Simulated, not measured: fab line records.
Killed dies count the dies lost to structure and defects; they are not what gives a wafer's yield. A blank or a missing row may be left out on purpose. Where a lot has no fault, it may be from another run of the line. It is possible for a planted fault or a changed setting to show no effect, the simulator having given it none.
Chamber matching    flow nand harc    4 sister chambers for NHARC_A_CHANNEL_FILL_D1_ALD_02 on ald hk-02
The step deposits SiO2, target thk 6 nm, pulse time 10 s, ald cycles 60. 4 wafers are shown with their chamber, then 7 later ones without.

WAFERS, EACH WITH ITS CHAMBER
wafer   chamber  heater power w (W)
L085.6  2        534
L087.5  0        475
L088.1  1        470
L088.4  3        560

WAFERS MISSING THEIR CHAMBER
wafer   heater power w (W)
L088.6  481
L092.1  539
L092.4  501
L092.6  502
L095.2  472
L095.4  505
L095.5  490

WHICH CHAMBER EACH WENT THROUGH
wafer   from the rows above                in truth
L088.6  can't be placed: 0 or 1            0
L092.1  can't be placed: 2 or 3            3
L092.4  can't be placed: 0 or 1 or 2 or 3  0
L092.6  can't be placed: 0 or 1 or 2 or 3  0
L095.2  can't be placed: 1 or 0            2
L095.4  can't be placed: 2 or 0 or 1 or 3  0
L095.5  can't be placed: 0 or 1 or 2       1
Placed correctly: 0 of 7. Can't be placed from these rows: 7 (the true chamber is among the candidates in 6). 0 placed wrongly.
How it was worked out, from the rows above alone: a wafer's distance from a chamber is the root of the sum, over the readings, of the square of ((its reading less the chamber's mean) divided by the reading's scatter). If the next closest chamber is less than 2 further off than the closest, the wafer can't be placed; otherwise it belongs to the closest. Each chamber's mean is taken over the wafers shown for it. The scatter: with one shown wafer a chamber, the root of the mean of the squares of how far each hidden wafer lies from its nearest shown one.
